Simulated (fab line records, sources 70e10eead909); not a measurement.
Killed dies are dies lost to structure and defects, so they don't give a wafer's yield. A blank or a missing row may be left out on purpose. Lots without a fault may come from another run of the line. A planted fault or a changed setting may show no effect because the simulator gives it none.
A struck lot beside a sound one | flow nand_harc | 15 steps out of a route of 1159
Sound: wafers L608.2, L608.4, L608.6. Struck: wafers L606.1, L606.4, L606.5. The cause comes at the end.
At each step with rows: each side's tool, then ch and its chambers, then its first start. Under that, the readings that differ: sound wafers | struck wafers | difference of the means | sigmas: that difference in standard deviations of wafers without a fault.
alike: readings whose means differ by less than 2 such deviations, and words and numbers that are the same on both sides. not compared: withheld readings, readings that some wafer has no value for, bounds like >300 that may hide the same value, and numbers for which the record gives no deviation and whose values overlap.
The two part at a step that has a row with sigmas, a row that says differs or no value, or rows on one side only. Numbers that don't overlap but have no deviation are shown without sigmas and don't part them. A reading that every wafer of one side lacks parts them only if that side has two wafers or more.

first, 8 steps without rows for these wafers: NHARC_A_CHANNEL_HOLE_D1_COAT_36 (time 75 s); NHARC_A_CHANNEL_HOLE_D1_COAT_37 (time 65 s); NHARC_A_CHANNEL_HOLE_D1_COAT_04 (resist thk 90 nm); NHARC_A_CHANNEL_HOLE_D1_SOFTBAKE_05 (time 55 s); NHARC_A_CHANNEL_HOLE_D1_EBR_06; NHARC_A_CHANNEL_HOLE_D1_EXPOSE_07 (exposes mask HOLE D1, target cd 100 nm); NHARC_A_CHANNEL_HOLE_D1_PEB_08 (peb time 65 s); NHARC_A_CHANNEL_HOLE_D1_DEVELOP_09 (develop time 35 s).
NHARC_A_CHANNEL_HOLE_D1_CD_MEAS_10: target cd 100 nm.
  sound on cd_sem-03 ch 0, day 11 15:18; struck on cd_sem-03 ch 0, day 11 17:02
  alike: cd_nm
NHARC_A_CHANNEL_HOLE_D1_OVL_MEAS_11:
  sound on overlay-02, day 11 15:23; struck on overlay-01, day 11 17:08
  alike: overlay_x_nm, overlay_y_nm
NHARC_A_CHANNEL_HOLE_D1_INSPECT_12:
  sound on defect_inspect-01, day 11 15:25; struck on defect_inspect-02, day 11 17:10
  alike: raw_defect_count
NHARC_A_CHANNEL_HOLE_D1_DESCUM_15: chemistry O2, time 3 s.
  sound on rie_diel-05 ch 1,2,3, day 11 15:29; struck on rie_diel-10 ch 0,1,2, day 11 17:14
  alike: drypump_motor_current_A, oes_product_au, rf_vpp_V, showerhead_plenum_p_Torr, throttle_valve_pct
  not compared: rf_hours_counter_h
NHARC_A_CHANNEL_HOLE_D1_ETCH_38: etches the open film in CF4, target depth 39 nm, time 65 s.
  sound on rie_diel-05 ch 0,1, day 11 15:34; struck on rie_diel-10 ch 2,3, day 11 17:19
  no value came back on the struck wafers for any of 7 readings (bias_w (W), cf4_flow_sccm (sccm) and others); on the sound wafers bias_w (W) reads 100.51 99.66 99.93
  not compared: rf_hours_counter_h
NHARC_A_CHANNEL_HOLE_D1_ETCH_39: etches the open film in N2/H2, target depth 260 nm, time 325 s.
  sound on rie_diel-05 ch 0,1; struck on rie_diel-10 ch 1,2,3, day 11 17:27
  alike: bias_w, chamber_pressure_mTorr, drypump_motor_current_A, oes_product_au, rf_vpp_V, showerhead_plenum_p_Torr, throttle_valve_pct
  not compared: rf_hours_counter_h
-- the record jumps here: 10 days lie between the struck wafers' starts before and after (it left off in module A_CHANNEL_HOLE_D1 and takes up again in module END, whose first step shown is number 1159 of the route) --
NHARC_END_SORT_01:
  sound on prober-02 ch 0, day 22 11:50; struck on prober-01 ch 0, day 22 04:35
  reading         | sound    | struck      | difference | sigmas
  killed_at_array | 31 25 20 | 677 677 677 | +652       | +76
  killed_dies     | 33 26 20 | 677 677 677 | +651       | +75
  alike: killed_at_other, killed_at_periphery, killed_open, killed_short

WHERE THEY PART
First at NHARC_A_CHANNEL_HOLE_D1_ETCH_38; last, within this record, at NHARC_END_SORT_01.

WHY: what the simulator had put in
Skipped step whole: rie_diel-10, from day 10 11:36 on, at NHARC_A_CHANNEL_HOLE_D1_ETCH_38. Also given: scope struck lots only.
